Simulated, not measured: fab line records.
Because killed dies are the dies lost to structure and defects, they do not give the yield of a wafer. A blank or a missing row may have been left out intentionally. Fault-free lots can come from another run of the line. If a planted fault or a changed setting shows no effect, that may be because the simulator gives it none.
Matching of chambers    flow nand_harc    rie_diel-09 running NHARC_A_STAIRCASE_ETCH_253: 4 sister chambers
The step etches the open film in C4F8/O2, target depth 50 nm, time 20.2 s. 22 wafers are shown with their chamber, then 11 later ones without.

EACH WAFER AND ITS CHAMBER
wafer   chamber  rf_vpp_V (V)  oes_product_au (a.u.)
L077.1  0        899           0.964
L077.2  1        888           0.978
L077.3  2        899           0.956
L077.4  3        903           0.972
L077.5  1        889           0.978
L077.6  2        900           0.954
L079.3  0        898           0.959
L079.4  1        888           0.959
L079.5  0        898           0.960
L078.2  2        901           0.975
L078.5  2        901           0.981
L078.6  1        886           0.987
L081.2  1        889           0.926
L081.4  3        903           0.929
L081.6  1        887           0.931
L080.1  0        899           0.927
L080.4  3        902           0.936
L080.5  0        900           0.918
L084.2  0        899           0.941
L084.4  2        899           0.948
L084.5  1        888           0.976
L082.1  3        902           0.961

SIGNATURES, as means of the wafers listed above
reading         chamber 0  chamber 1  chamber 2  chamber 3  scatter within a chamber
rf_vpp_V        898.83     887.86     900.00     902.50     0.903
oes_product_au  0.94483    0.96214    0.96280    0.94950    0.0204
Rule: distance of a wafer from a chamber = root of the sum over the readings of ((wafer's reading minus chamber's mean) / reading's scatter) squared. If the next closest chamber is less than 2 further off than the closest, the wafer can't be placed; otherwise it belongs to the closest. The scatter: the root of (the sum of the squares of (reading less its chamber's mean) over the shown wafers, divided by (wafers less chambers)).

WAFERS MISSING THEIR CHAMBER
wafer   rf_vpp_V (V)  oes_product_au (a.u.)
L082.4  900           0.942
L082.6  898           0.947
L095.2  899           0.923
L095.5  889           0.920
L095.6  899           0.923
L096.1  899           0.934
L096.3  900           0.934
L096.5  889           0.952
L094.3  899           0.976
L094.4  901           0.956
L094.5  902           0.981

EACH ONE'S CHAMBER
wafer   from the rows above           in truth
L082.4  can't be placed: 2 or 0 or 3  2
L082.6  can't be placed: 0 or 2       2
L095.2  can't be placed: 0 or 2       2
L095.5  1                             1
L095.6  can't be placed: 0 or 2       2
L096.1  can't be placed: 0 or 2       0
L096.3  can't be placed: 0 or 2 or 3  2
L096.5  1                             1
L094.3  can't be placed: 2 or 0       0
L094.4  can't be placed: 2 or 3 or 0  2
L094.5  can't be placed: 3 or 2       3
2 of 11 placed correctly. Cannot be placed on the basis of these rows: 9; the candidates contain the true chamber in 9. Wrongly placed: 0.
